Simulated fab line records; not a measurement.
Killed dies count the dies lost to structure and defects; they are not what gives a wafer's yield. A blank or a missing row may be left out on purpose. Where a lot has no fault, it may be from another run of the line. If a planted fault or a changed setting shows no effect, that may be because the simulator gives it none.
fab line records | flow n5-finfet
record: lots: 7 | wafers: 39
route steps=1938 shown ZERO_LAYER@11 STI_FIN_REVEAL@190 SD_EPI_N@288 SD_ACTIVATION@330 MOL_CONTACT_COAG@547 BEOL_M0@733
start-h: hours from the record's opening day to when the first of the lot's shown wafers began | wait-h: hours since the lot's step before | " same as the row above | L1.1+2: several wafers, shown together as one row | - value missing, or start not given | * or withheld: withheld | < > ~ a bound
route shown NAME@n: NAME is a module with steps in the file, n the number in the route of the first one | usual: average and standard deviation across the fault-free wafers | same: alike in all rows | chamber/n: place in a boat | sites: readings site by site | _std_site: the standard deviation of these | _edge_site: the outer-site mean with the inner-site mean subtracted | radius-mm: how far each site lies from the wafer's centre | mask NAME#n: copy n | behind: tool/chamber where the wafer was last shaped | hold: why the lot went on hold/how many hours it stayed there/how the hold came to an end | device: whichever transistor did not switch (one of n, p or np) | end of line: the tests these same wafers got at the end of their route | a step with no rows: only its recipe | killed: dies that structure and defects cost at the first sort, which is not the same as the wafer's yield | map: dies across one wafer; x = killed, . = not, _ = none there
set.NAME: the run value of the setting; set.NAME@STEP: its run value at that earlier step | model.NAME: the simulator's own value behind a step, which no gauge read
lots with deliberately changed settings; one table per step, one row per wafer
== steps ==
step: N5_ZERO_LAYER_DEVELOP_10
recipe: develop-time-s: 60 | rinse-liquid: diw | dry: air-spin | dev-temp-c: 21
lot.wafer        | tool           | chamber | start-h | wait-h | set.develop-time-s
L074.1+2+3       | litho-track-01 | 0       | -       | -      | 90.41
L074.4+5+6       | "              | 0       | "       | "      | 60
L075.1+2+5       | litho-track-04 | 0       | -       | -      | 92.82
L075.3+4+6       | "              | 0       | "       | "      | 60
L080.1+2+4       | litho-track-04 | 0       | -       | -      | 78.19
L080.3+5+6       | "              | 0       | "       | "      | 60
L082.1+5+6       | litho-track-05 | 0       | -       | -      | 60
L082.2+3+4       | "              | 0       | "       | "      | 40.2
L086.2+3+4       | litho-track-04 | 0       | -       | -      | 60
L089.1+2+4       | litho-track-05 | 0       | -       | -      | 36.33
L089.3+5+6       | "              | 0       | "       | "      | 60
L090.1+2+3+4+5+6 | litho-track-04 | 0       | -       | -      | 60
step: N5_ZERO_LAYER_HARDBAKE_23
recipe: temp-c: 130 | time-s: 120
step: N5_ZERO_LAYER_CD_MEAS_11
recipe: target-cd-nm: 2000 | landing-energy-ev: 500 | detector: se-inlens
usual: cd-nm: 2000.9/1.6
lot.wafer | tool      | chamber | start-h | wait-h | set.develop-time-s@ZERO_LAYER_DEVELOP_10 | cd-nm
L074.1    | cd-sem-01 | 0       | 12.77   | -      | 90.41                                    | 2009.3
L074.2    | "         | 0       | "       | "      | 90.41                                    | 2008.1
L074.3    | "         | 0       | "       | "      | 90.41                                    | 2008.8
L074.4    | "         | 0       | "       | "      | 60                                       | 2003.1
L074.5    | "         | 0       | "       | "      | 60                                       | 2001.4
L074.6    | "         | 0       | "       | "      | 60                                       | 2000.3
L075.1    | cd-sem-02 | 0       | 18.77   | -      | 92.82                                    | 2008.9
L075.2    | "         | 0       | "       | "      | 92.82                                    | 2012.4
L075.3    | "         | 0       | "       | "      | 60                                       | 2001.9
L075.4    | "         | 0       | "       | "      | 60                                       | 2001.1
L075.5    | "         | 0       | "       | "      | 92.82                                    | 2009.7
L075.6    | "         | 0       | "       | "      | 60                                       | 2001.9
L080.1    | cd-sem-01 | 0       | 48.66   | -      | 78.19                                    | 2007.4
L080.2    | "         | 0       | "       | "      | 78.19                                    | 2009.8
L080.3    | "         | 0       | "       | "      | 60                                       | 2003.4
L080.4    | "         | 0       | "       | "      | 78.19                                    | 2006.8
L080.5    | "         | 0       | "       | "      | 60                                       | 2000.7
L080.6    | "         | 0       | "       | "      | 60                                       | 2003.6
L082.1    | cd-sem-02 | 0       | 60.77   | -      | 60                                       | 2002.6
L082.2    | "         | 0       | "       | "      | 40.2                                     | 1992.9
L082.3    | "         | 0       | "       | "      | 40.2                                     | 1993.6
L082.4    | "         | 0       | "       | "      | 40.2                                     | 1995.6
L082.5    | "         | 0       | "       | "      | 60                                       | 2000.6
L082.6    | "         | 0       | "       | "      | 60                                       | 2001.3
L086.2    | cd-sem-02 | 0       | 84.77   | -      | 60                                       | 2000.9
L086.3    | "         | 0       | "       | "      | 60                                       | 1999.0
L086.4    | "         | 0       | "       | "      | 60                                       | 1998.7
L089.1    | cd-sem-02 | 0       | 102.77  | -      | 36.33                                    | 1989.1
L089.2    | "         | 0       | "       | "      | 36.33                                    | 1988.9
L089.3    | "         | 0       | "       | "      | 60                                       | 2001.8
L089.4    | "         | 0       | "       | "      | 36.33                                    | 1988.8
L089.5    | "         | 0       | "       | "      | 60                                       | 2000.8
L089.6    | "         | 0       | "       | "      | 60                                       | 2001.0
L090.1    | cd-sem-01 | 0       | 108.65  | -      | 60                                       | 2001.4
L090.2    | "         | 0       | "       | "      | 60                                       | 1998.6
L090.3    | "         | 0       | "       | "      | 60                                       | 1998.8
L090.4    | "         | 0       | "       | "      | 60                                       | 1999.1
L090.5    | "         | 0       | "       | "      | 60                                       | 1999.2
L090.6    | "         | 0       | "       | "      | 60                                       | 1999.1
step: N5_ZERO_LAYER_DESCUM_16
recipe: chemistry: O2 | time-s: 7.9 | source-power-w: 50 | bias-power-w: 20 | pressure-mtorr: 20 | rf-frequency-hz: 2.712e+07 | temp-c: 40 | o2-flow-sccm: 225
lot.wafer  | tool        | chamber | start-h | wait-h | set.develop-time-s@ZERO_LAYER_DEVELOP_10 | model.ZERO_LAYER.cd-nm
L074.1     | rie-diel-03 | 2       | 12.81   | 0.0    | 90.41                                    | 2009
L074.2+3   | "           | 3,0     | "       | "      | 90.41                                    | 2008
L074.4     | "           | 1       | "       | "      | 60                                       | 2003
L074.5     | "           | 0       | "       | "      | 60                                       | 2002
L074.6     | "           | 1       | "       | "      | 60                                       | -
L075.1     | rie-diel-06 | 2       | 18.81   | 0.0    | 92.82                                    | 2009
L075.2     | "           | 3       | "       | "      | 92.82                                    | 2012
L075.3+6   | "           | 0       | "       | "      | 60                                       | 2002
L075.4     | "           | 1       | "       | "      | 60                                       | 2001
L075.5     | "           | 3       | "       | "      | 92.82                                    | 2010
L080.1     | rie-diel-04 | 2       | 48.70   | 0.0    | 78.19                                    | 2007
L080.2     | "           | 1       | "       | "      | 78.19                                    | 2010
L080.3     | "           | 3       | "       | "      | 60                                       | 2003
L080.4     | "           | 0       | "       | "      | 78.19                                    | 2006
L080.5     | "           | 1       | "       | "      | 60                                       | 2001
L080.6     | "           | 2       | "       | "      | 60                                       | 2004
L082.1     | rie-diel-04 | 2       | 60.80   | 0.0    | 60                                       | 2003
L082.2+3   | "           | 1,3     | "       | "      | 40.2                                     | 1993
L082.4     | "           | 0       | "       | "      | 40.2                                     | 1995
L082.5     | "           | 3       | "       | "      | 60                                       | 2000
L082.6     | "           | 0       | "       | "      | 60                                       | 2001
L086.2     | rie-diel-06 | 1       | 84.81   | 0.0    | 60                                       | 2001
L086.3+4   | "           | 2,3     | "       | "      | 60                                       | 1999
L089.1+2+4 | rie-diel-04 | 2,0,1   | 102.87  | 0.1    | 36.33                                    | 1989
L089.3     | "           | 3       | "       | "      | 60                                       | 2002
L089.5+6   | "           | 0,3     | "       | "      | 60                                       | 2001
L090.1     | rie-diel-04 | 3       | 108.88  | 0.2    | 60                                       | 2002
L090.2+3   | "           | 2,0     | "       | "      | 60                                       | 1998
L090.4+5+6 | "           | 1,1,0   | "       | "      | 60                                       | 1999
step: N5_STI_FIN_REVEAL_ETCHBACK_08
recipe: chemistry: C4F6/O2 | target: SiO2 | target-depth-a: 305 | time-s: 10.167 | ion-energy-ev: 250 | pressure-mtorr: 30 | source-w: 345 | bias-w: 185 | Ar_flow_sccm: 300 | C4F6_flow_sccm: 10 | O2_flow_sccm: 10
lot.wafer        | tool        | chamber     | start-h | wait-h | set.time-s
L074.1+3+6       | rie-diel-01 | 0,3,0       | 34.68   | 0.2    | 10.167
L074.2+4+5       | "           | 2,1,1       | "       | "      | 12.52
L075.1+3+5       | rie-diel-02 | 3,1,2       | 39.61   | 0.2    | 14.47
L075.2+4+6       | "           | 2,0,3       | "       | "      | 10.167
L080.1+2+3+4+5+6 | rie-diel-02 | 2,0,3,0,2,3 | 74.22   | 0.2    | 10.167
L082.1+4+5       | rie-diel-05 | 2,3,0       | 82.50   | 0.3    | 10.167
L082.2+3+6       | "           | 0,1,3       | "       | "      | 15.3
L086.2+3+4       | rie-diel-02 | 3,0,0       | 107.59  | 0.2    | 10.167
L089.1+2+3+4+5+6 | rie-diel-05 | 2,1,0,3,0,3 | 124.39  | 0.2    | 10.167
L090.1+3+6       | rie-diel-05 | 1,3,1       | 130.01  | 0.2    | 10.167
L090.2+4+5       | "           | 0,2,2       | "       | "      | 7.368
step: N5_STI_FIN_REVEAL_STRIP_24
recipe: chemistry: N2/H2 | time-s: 90 | power-w: 100 | temp-c: 40 | pressure-mtorr: 100 | rf-frequency-hz: 6e+07 | bias-power-w: 3 | n2-flow-sccm: 300 | h2-flow-sccm: 300
step: N5_STI_FIN_REVEAL_PRECLEAN_25
recipe: chemistry: SPM | time-s: 90 | temp-c: 120 | mix: 4:1
step: N5_STI_FIN_REVEAL_SRD_23
recipe: dry: ipa-marangoni | time-s: 30 | temp-c: 23 | rinse-liquid: diw
step: N5_STI_FIN_REVEAL_FIN_H_MEAS_10
usual: trench-depth-nm: 52.2/0.73
lot.wafer | tool   | chamber | start-h | wait-h | set.time-s@STI_FIN_REVEAL_ETCHBACK_08 | trench-depth-nm
L074.1    | ocd-01 | -       | 37.65   | 0.0    | 10.167                                | 51.9
L074.2    | "      | -       | "       | "      | 12.52                                 | 60.0
L074.3    | "      | -       | "       | "      | 10.167                                | 53.0
L074.4    | "      | -       | "       | "      | 12.52                                 | 59.9
L074.5    | "      | -       | "       | "      | 12.52                                 | 59.9
L074.6    | "      | -       | "       | "      | 10.167                                | 51.3
L075.1    | ocd-02 | -       | 42.95   | 0.0    | 14.47                                 | 65.1
L075.2    | "      | -       | "       | "      | 10.167                                | 53.8
L075.3    | "      | -       | "       | "      | 14.47                                 | 64.3
L075.4    | "      | -       | "       | "      | 10.167                                | 53.0
L075.5    | "      | -       | "       | "      | 14.47                                 | 66.8
L075.6    | "      | -       | "       | "      | 10.167                                | 52.1
L080.1    | ocd-02 | -       | 77.31   | 0.0    | 10.167                                | 52.2
L080.2    | "      | -       | "       | "      | 10.167                                | 51.6
L080.3    | "      | -       | "       | "      | 10.167                                | 50.8
L080.4    | "      | -       | "       | "      | 10.167                                | 51.1
L080.5    | "      | -       | "       | "      | 10.167                                | 52.8
L080.6    | "      | -       | "       | "      | 10.167                                | 50.8
L082.1    | ocd-02 | -       | 85.49   | 0.0    | 10.167                                | 52.0
L082.2    | "      | -       | "       | "      | 15.3                                  | 68.4
L082.3    | "      | -       | "       | "      | 15.3                                  | 67.5
L082.4    | "      | -       | "       | "      | 10.167                                | 53.5
L082.5    | "      | -       | "       | "      | 10.167                                | 52.9
L082.6    | "      | -       | "       | "      | 15.3                                  | 69.3
L086.2    | ocd-01 | -       | 110.84  | 0.0    | 10.167                                | 53.5
L086.3    | "      | -       | "       | "      | 10.167                                | 52.1
L086.4    | "      | -       | "       | "      | 10.167                                | 52.3
L089.1    | ocd-02 | -       | 127.33  | 0.0    | 10.167                                | 51.7
L089.2    | "      | -       | "       | "      | 10.167                                | 52.4
L089.3    | "      | -       | "       | "      | 10.167                                | 52.1
L089.4    | "      | -       | "       | "      | 10.167                                | 52.9
L089.5    | "      | -       | "       | "      | 10.167                                | 52.1
L089.6    | "      | -       | "       | "      | 10.167                                | 53.1
L090.1    | ocd-01 | -       | 132.96  | 0.0    | 10.167                                | 51.9
L090.2    | "      | -       | "       | "      | 7.368                                 | 43.4
L090.3    | "      | -       | "       | "      | 10.167                                | 52.6
L090.4    | "      | -       | "       | "      | 7.368                                 | 43.3
L090.5    | "      | -       | "       | "      | 7.368                                 | 42.7
L090.6    | "      | -       | "       | "      | 10.167                                | 51.6
step: N5_SD_EPI_N_EPI_21
recipe: material: Si:P | dopant: P | temp-c: 680 | pressure-torr: 255 | time-s: 690
lot.wafer  | tool         | chamber | start-h | wait-h | set.time-s | model.Si-P_of_SD_EPI_N_EPI_21.thk-nm
L074.1     | epi-rpcvd-03 | 0       | 52.26   | 0.1    | 444.8      | 40.8
L074.2+4   | "            | 0       | "       | "      | 444.8      | 40.4
L074.3     | "            | 0       | "       | "      | 690        | 58.4
L074.5     | "            | 0       | "       | "      | 690        | 57.6
L074.6     | "            | 0       | "       | "      | 690        | 58
L075.1     | epi-rpcvd-02 | 0       | 55.97   | 0.2    | 690        | 60.4
L075.2+3   | "            | 0       | "       | "      | 690        | 59.6
L075.4+5+6 | "            | 0       | "       | "      | 690        | 59.8
L080.1     | epi-rpcvd-02 | 0       | 91.34   | 0.1    | 690        | 58.4
L080.2+5+6 | "            | 0       | "       | "      | 690        | 59
L080.3     | "            | 0       | "       | "      | 690        | 59.6
L080.4     | "            | 0       | "       | "      | 690        | 59.2
L082.1     | epi-rpcvd-02 | 0       | 98.79   | 0.1    | 690        | 58.6
L082.2     | "            | 0       | "       | "      | 690        | 58.8
L082.3     | "            | 0       | "       | "      | 690        | 59.2
L082.4     | "            | 0       | "       | "      | 537.2      | 49
L082.5+6   | "            | 0       | "       | "      | 537.2      | 49.8
L086.2+4   | epi-rpcvd-01 | 0       | 126.21  | 0.4    | 690        | 59.8
L086.3     | "            | 0       | "       | "      | 690        | 59.6
L089.1     | epi-rpcvd-03 | 0       | 141.55  | 0.2    | 690        | 58
L089.2     | "            | 0       | "       | "      | 443.5      | 40
L089.3     | "            | 0       | "       | "      | 690        | 58.2
L089.4     | "            | 0       | "       | "      | 443.5      | 40.4
L089.5     | "            | 0       | "       | "      | 443.5      | 40.6
L089.6     | "            | 0       | "       | "      | 690        | 58.6
L090.1     | epi-rpcvd-01 | 0       | 147.59  | 0.1    | 690        | 59.4
L090.2     | "            | 0       | "       | "      | 690        | 59.8
L090.3     | "            | 0       | "       | "      | 690        | 59.6
L090.4     | "            | 0       | "       | "      | 826.7      | 67
L090.5     | "            | 0       | "       | "      | 826.7      | 67.8
L090.6     | "            | 0       | "       | "      | 826.7      | 67.6
step: N5_SD_EPI_N_EPI_MEAS_23
recipe: mode: xrd
usual: thk-nm: 59.2/1.2
lot.wafer | tool          | chamber | start-h | wait-h | set.time-s@SD_EPI_N_EPI_21 | thk-nm
L074.1    | film-metro-02 | -       | 53.97   | 1.5    | 444.8                      | 41.7
L074.2    | "             | -       | "       | "      | 444.8                      | 40.4
L074.3    | "             | -       | "       | "      | 690                        | 59.7
L074.4    | "             | -       | "       | "      | 444.8                      | 38.0
L074.5    | "             | -       | "       | "      | 690                        | 56.7
L074.6    | "             | -       | "       | "      | 690                        | 58.5
L075.1    | film-metro-02 | -       | 58.25   | 1.9    | 690                        | 59.3
L075.2    | "             | -       | "       | "      | 690                        | 60.8
L075.3    | "             | -       | "       | "      | 690                        | 59.5
L075.4    | "             | -       | "       | "      | 690                        | 59.7
L075.5    | "             | -       | "       | "      | 690                        | 59.3
L075.6    | "             | -       | "       | "      | 690                        | 57.6
L080.1    | film-metro-01 | -       | 93.06   | 1.4    | 690                        | 58.5
L080.2    | "             | -       | "       | "      | 690                        | 58.5
L080.3    | "             | -       | "       | "      | 690                        | 59.2
L080.4    | "             | -       | "       | "      | 690                        | 59.5
L080.5    | "             | -       | "       | "      | 690                        | 59.5
L080.6    | "             | -       | "       | "      | 690                        | 60.6
L082.1    | film-metro-01 | -       | 100.50  | 1.4    | 690                        | 59.4
L082.2    | "             | -       | "       | "      | 690                        | 58.6
L082.3    | "             | -       | "       | "      | 690                        | 60.0
L082.4    | "             | -       | "       | "      | 537.2                      | 49.2
L082.5    | "             | -       | "       | "      | 537.2                      | 51.0
L082.6    | "             | -       | "       | "      | 537.2                      | 50.3
L086.2    | film-metro-01 | -       | 127.65  | 1.2    | 690                        | 61.3
L086.3    | "             | -       | "       | "      | 690                        | 59.4
L086.4    | "             | -       | "       | "      | 690                        | 59.5
L089.1    | film-metro-01 | -       | 143.83  | 1.9    | 690                        | 57.7
L089.2    | "             | -       | "       | "      | 443.5                      | 39.6
L089.3    | "             | -       | "       | "      | 690                        | 57.8
L089.4    | "             | -       | "       | "      | 443.5                      | 40.5
L089.5    | "             | -       | "       | "      | 443.5                      | 41.1
L089.6    | "             | -       | "       | "      | 690                        | 57.4
L090.1    | film-metro-02 | -       | 149.30  | 1.4    | 690                        | 59.0
L090.2    | "             | -       | "       | "      | 690                        | 59.9
L090.3    | "             | -       | "       | "      | 690                        | 59.7
L090.4    | "             | -       | "       | "      | 826.7                      | 66.0
L090.5    | "             | -       | "       | "      | 826.7                      | 68.0
L090.6    | "             | -       | "       | "      | 826.7                      | 67.3
step: N5_SD_EPI_N_PRECLEAN_24
recipe: chemistry: O3/DIW | time-s: 60 | temp-c: 22 | o3-ppm: 10
step: N5_SD_EPI_N_SRD_25
recipe: time-s: 30 | temp-c: 23 | rinse-liquid: diw | dry: ipa-marangoni
step: N5_SD_ACTIVATION_RTA_00
recipe: temp-c: 975 | time-s: 0 | ambient: N2 | idle-temp-c: 600 | ramp-up-c-per-s: 150 | ramp-down-c-per-s: 60 | cool-to-c: 600
step: N5_SD_ACTIVATION_LSA_01
recipe: temp-c: 1080 | time-s: 0.0008 | ambient: N2
step: N5_SD_ACTIVATION_RS_MEAS_03
recipe: thk-meas-gauge: four-point-probe
usual: RS_SD_N: 21.85/0.3 | RS_SD_P: 56.1/0.96
lot.wafer | tool          | chamber | start-h | wait-h | set.time-s@SD_EPI_N_EPI_21 | RS_SD_N[ohm/sq] | RS_SD_P[ohm/sq]
L074.1    | film-metro-02 | -       | 59.56   | 0.2    | 444.8                      | 32.10           | 57.0
L074.2    | "             | -       | "       | "      | 444.8                      | 32.20           | 56.8
L074.3    | "             | -       | "       | "      | 690                        | 22.35           | 57.5
L074.4    | "             | -       | "       | "      | 444.8                      | 32.56           | 57.2
L074.5    | "             | -       | "       | "      | 690                        | 22.50           | 57.8
L074.6    | "             | -       | "       | "      | 690                        | 22.16           | 56.8
L075.1    | film-metro-01 | -       | 64.53   | 0.2    | 690                        | 21.34           | 57.0
L075.2    | "             | -       | "       | "      | 690                        | 21.55           | 56.2
L075.3    | "             | -       | "       | "      | 690                        | 21.55           | 56.7
L075.4    | "             | -       | "       | "      | 690                        | 21.28           | 56.1
L075.5    | "             | -       | "       | "      | 690                        | 21.47           | 57.6
L075.6    | "             | -       | "       | "      | 690                        | 21.40           | 56.4
L080.1    | film-metro-01 | -       | 98.46   | 0.2    | 690                        | 21.97           | 56.2
L080.2    | "             | -       | "       | "      | 690                        | 21.98           | 56.4
L080.3    | "             | -       | "       | "      | 690                        | 21.58           | 56.8
L080.4    | "             | -       | "       | "      | 690                        | 21.93           | 56.9
L080.5    | "             | -       | "       | "      | 690                        | 21.65           | 57.1
L080.6    | "             | -       | "       | "      | 690                        | 21.62           | 55.5
L082.1    | film-metro-02 | -       | 105.91  | 0.2    | 690                        | 22.01           | 54.8
L082.2    | "             | -       | "       | "      | 690                        | 21.86           | 55.0
L082.3    | "             | -       | "       | "      | 690                        | 21.79           | 54.4
L082.4    | "             | -       | "       | "      | 537.2                      | 25.99           | 55.6
L082.5    | "             | -       | "       | "      | 537.2                      | 25.76           | 54.9
L082.6    | "             | -       | "       | "      | 537.2                      | 25.78           | 54.3
L086.2    | film-metro-02 | -       | 133.01  | 0.2    | 690                        | 21.53           | 57.4
L086.3    | "             | -       | "       | "      | 690                        | 21.50           | 56.2
L086.4    | "             | -       | "       | "      | 690                        | 21.54           | 56.1
L089.1    | film-metro-02 | -       | 150.35  | 0.2    | 690                        | 22.13           | 57.4
L089.2    | "             | -       | "       | "      | 443.5                      | 32.36           | 56.4
L089.3    | "             | -       | "       | "      | 690                        | 22.29           | 56.2
L089.4    | "             | -       | "       | "      | 443.5                      | 31.97           | 56.5
L089.5    | "             | -       | "       | "      | 443.5                      | 31.77           | 56.5
L089.6    | "             | -       | "       | "      | 690                        | 21.97           | 56.9
L090.1    | film-metro-01 | -       | 155.28  | 0.2    | 690                        | 22.08           | 57.4
L090.2    | "             | -       | "       | "      | 690                        | 21.83           | 56.8
L090.3    | "             | -       | "       | "      | 690                        | 21.89           | 56.7
L090.4    | "             | -       | "       | "      | 826.7                      | 19.38           | 56.6
L090.5    | "             | -       | "       | "      | 826.7                      | 19.16           | 56.3
L090.6    | "             | -       | "       | "      | 826.7                      | 19.39           | 57.5
step: N5_MOL_CONTACT_COAG_SPUTTER_143
recipe: material: Co | target-thk-a: 25 | temp-c: 25 | chamber-pressure-pa: 0.2
lot.wafer  | tool           | chamber | start-h | wait-h | set.target-thk-a | model.Co_of_MOL_CONTACT_COAG_SPUTTER_143.thk-nm
L074.1+3+5 | pvd-sputter-01 | -       | 93.79   | 0.0    | 17.69            | 1.8
L074.2+4   | "              | -       | "       | "      | 25               | 2.6
L074.6     | "              | -       | "       | "      | 25               | 2.4
L075.1+2+3 | pvd-sputter-01 | -       | 97.33   | 0.0    | 19.96            | 1.8
L075.4+5+6 | "              | -       | "       | "      | 25               | 2.4
L080.1+2   | pvd-sputter-02 | -       | 130.76  | 0.0    | 14.72            | 1.6
L080.3     | "              | -       | "       | "      | 14.72            | 1.4
L080.4+5   | "              | -       | "       | "      | 25               | 2.4
L080.6     | "              | -       | "       | "      | 25               | 2.6
L082.1+3+4 | pvd-sputter-02 | -       | 138.41  | 0.0    | 20.2             | 2
L082.2+5+6 | "              | -       | "       | "      | 25               | 2.6
L086.2+3   | pvd-sputter-02 | -       | 165.03  | 0.0    | 25               | 2.6
L086.4     | "              | -       | "       | "      | 25               | 2.4
L089.1     | pvd-sputter-03 | -       | 182.25  | 0.0    | 25               | 2.6
L089.2+4+6 | "              | -       | "       | "      | 11.93            | 1.2
L089.3+5   | "              | -       | "       | "      | 25               | 2.4
L090.1+5+6 | pvd-sputter-01 | -       | 188.33  | 0.0    | 25               | 2.6
L090.2+4   | "              | -       | "       | "      | 35.87            | 3.6
L090.3     | "              | -       | "       | "      | 35.87            | 3.8
step: N5_BEOL_M0_CVD_115
recipe: material: Co | target-thk-a: * | temp-c: withheld | precursor: CCTBA/H2 | pressure-torr: 30 | time-s: 120
lot.wafer    | tool      | chamber | start-h | wait-h | set.target-thk-a | model.Co_of_BEOL_M0_CVD_115.thk-nm
L074.1+6     | cvd-co-01 | 0,2     | 119.85  | 0.1    | *                | *
L074.2       | "         | 2       | "       | "      | *                | *
L074.3       | "         | 1       | "       | "      | *                | *
L074.4+5     | "         | 0,1     | "       | "      | *                | *
L075.1+3+4   | cvd-co-01 | 0,2,0   | 123.60  | 0.3    | *                | *
L075.2       | "         | 1       | "       | "      | *                | *
L075.5+6     | "         | 1,2     | "       | "      | *                | *
L080.1+5     | cvd-co-01 | 1,2     | 160.02  | 0.3    | *                | *
L080.2+3+6   | "         | 2,0,1   | "       | "      | *                | *
L080.4       | "         | 0       | "       | "      | *                | *
L082.1+3+6   | cvd-co-01 | 0,1,1   | 164.23  | 0.1    | *                | *
L082.2+4     | "         | 2       | "       | "      | *                | *
L082.5       | "         | 0       | "       | "      | *                | *
L086.2+4     | cvd-co-02 | 1,0     | 191.79  | 0.1    | *                | *
L086.3       | "         | 2       | "       | "      | *                | *
L089.1+3+4   | cvd-co-02 | 2,1,1   | 213.12  | 0.1    | *                | *
L089.2+5+6   | "         | 0,2,0   | "       | "      | *                | *
L090.1+2+3+4 | cvd-co-02 | 2,0,1,2 | 213.85  | 0.0    | *                | *
L090.5+6     | "         | 0,1     | "       | "      | *                | *
step: N5_BEOL_M0_SPUTTER_116
recipe: material: Cu | target-thk-a: 40 | temp-c: -20 | chamber-pressure-pa: 0.07 | power-w: withheld | time-s: 7.37
step: N5_BEOL_M0_ANNEAL_117
recipe: temp-c: 400 | time-s: 60 | ambient: vacuum
step: N5_BEOL_M0_ECD_118
recipe: material: Cu | target-thk-a: 3000
step: N5_BEOL_M0_ANNEAL_119
recipe: temp-c: 225 | time-s: 90 | ambient: N2
step: N5_BEOL_M0_CMP_120
recipe: stop-on: SiOC | t-overpolish-s: 6.9 | down-force-psi: 1 | platen-rpm: 50 | clearing-platen-down-force-psi: 1.5 | clearing-platen-rpm: 50 | post-cmp-clean: cu-alkaline | clearing-platen-pad-velocity-m-s: 0.99484 | pad-velocity-m-s: 0.99484
usual: barrier-field-endpoint-s: 3.69/0.13
lot.wafer | tool   | chamber | start-h | wait-h | set.target-thk-a@BEOL_M0_CVD_115 | barrier-field-endpoint-s
L074.1    | cmp-03 | 1       | 122.57  | 0.3    | *                                | 3.72
L074.2    | "      | 2       | "       | "      | *                                | 3.64
L074.4    | "      | 3       | "       | "      | *                                | 2.99
L074.3    | "      | 0       | "       | "      | *                                | 2.91
L074.5    | "      | 1       | "       | "      | *                                | 3.12
L074.6    | "      | 2       | "       | "      | *                                | 3.69
L075.4    | cmp-04 | 1       | 125.16  | 0.1    | *                                | 2.93
L075.2    | "      | 2       | "       | "      | *                                | 3.41
L075.3    | "      | 3       | "       | "      | *                                | 2.69
L075.1    | "      | 0       | "       | "      | *                                | 2.72
L075.5    | "      | 1       | "       | "      | *                                | 3.62
L075.6    | "      | 2       | "       | "      | *                                | 3.59
L080.4    | cmp-03 | 0       | 161.00  | 0.1    | *                                | 3.86
L080.2    | "      | 1       | "       | "      | *                                | 3.96
L080.1    | "      | 2       | "       | "      | *                                | 3.51
L080.3    | "      | 3       | "       | "      | *                                | 4.02
L080.5    | "      | 0       | "       | "      | *                                | 3.59
L080.6    | "      | 1       | "       | "      | *                                | 3.95
L082.3    | cmp-02 | 0       | 165.42  | 0.2    | *                                | 4.49
L082.1    | "      | 1       | "       | "      | *                                | 4.44
L082.2    | "      | 2       | "       | "      | *                                | 3.89
L082.4    | "      | 3       | "       | "      | *                                | 3.76
L082.5    | "      | 0       | "       | "      | *                                | 4.03
L082.6    | "      | 1       | "       | "      | *                                | 4.44
L086.2    | cmp-04 | 0       | 192.76  | 0.2    | *                                | 3.43
L086.3    | "      | 1       | "       | "      | *                                | 3.82
L086.4    | "      | 2       | "       | "      | *                                | 3.58
L089.3    | cmp-02 | 0       | 215.31  | 0.2    | *                                | 3.06
L089.2    | "      | 1       | "       | "      | *                                | 3.65
L089.4    | "      | 2       | "       | "      | *                                | 3.15
L089.1    | "      | 3       | "       | "      | *                                | 3.08
L089.6    | "      | 0       | "       | "      | *                                | 3.85
L089.5    | "      | 1       | "       | "      | *                                | 3.80
L090.1    | cmp-04 | 3       | 215.47  | 0.3    | *                                | 3.56
L090.3    | "      | 0       | "       | "      | *                                | 3.42
L090.2    | "      | 1       | "       | "      | *                                | 3.55
L090.4    | "      | 2       | "       | "      | *                                | 3.57
L090.5    | "      | 3       | "       | "      | *                                | 3.47
L090.6    | "      | 0       | "       | "      | *                                | 3.32
== key ==
split: step: N5_ZERO_LAYER_DEVELOP_10 | setting: develop-time-s | stated: 60 | by: wafer
response: step: N5_ZERO_LAYER_CD_MEAS_11 | reading: cd-nm | change: +0.19 | per: 1% | r: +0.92
response: step: N5_ZERO_LAYER_DESCUM_16 | reading: model.ZERO_LAYER.cd-nm | change: +0.187 | per: 1% | r: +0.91
split: step: N5_STI_FIN_REVEAL_ETCHBACK_08 | setting: time-s | stated: 10.167 | by: wafer
response: step: N5_STI_FIN_REVEAL_FIN_H_MEAS_10 | reading: trench-depth-nm | change: +0.309 | per: 1% | r: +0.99
split: step: N5_SD_EPI_N_EPI_21 | setting: time-s | stated: 690 | by: wafer
response: step: N5_SD_EPI_N_EPI_21 | reading: model.Si-P_of_SD_EPI_N_EPI_21.thk-nm | change: +0.475 | per: 1% | r: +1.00
response: step: N5_SD_EPI_N_EPI_MEAS_23 | reading: thk-nm | change: * | per: 1% | r: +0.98
response: step: N5_SD_ACTIVATION_RS_MEAS_03 | reading: RS_SD_N | change: -0.247 | per: 1% | r: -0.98
split: step: N5_MOL_CONTACT_COAG_SPUTTER_143 | setting: target-thk-a | stated: 25 | by: wafer
response: step: N5_MOL_CONTACT_COAG_SPUTTER_143 | reading: model.Co_of_MOL_CONTACT_COAG_SPUTTER_143.thk-nm | change: +0.0247 | per: 1% | r: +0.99
split: step: N5_BEOL_M0_CVD_115 | setting: target-thk-a | stated: * | by: wafer
response: step: N5_BEOL_M0_CVD_115 | reading: model.Co_of_BEOL_M0_CVD_115.thk-nm | change: * | per: 1% | r: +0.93
response: step: N5_BEOL_M0_CMP_120 | reading: barrier-field-endpoint-s | change: +0.0168 | per: 1% | r: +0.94
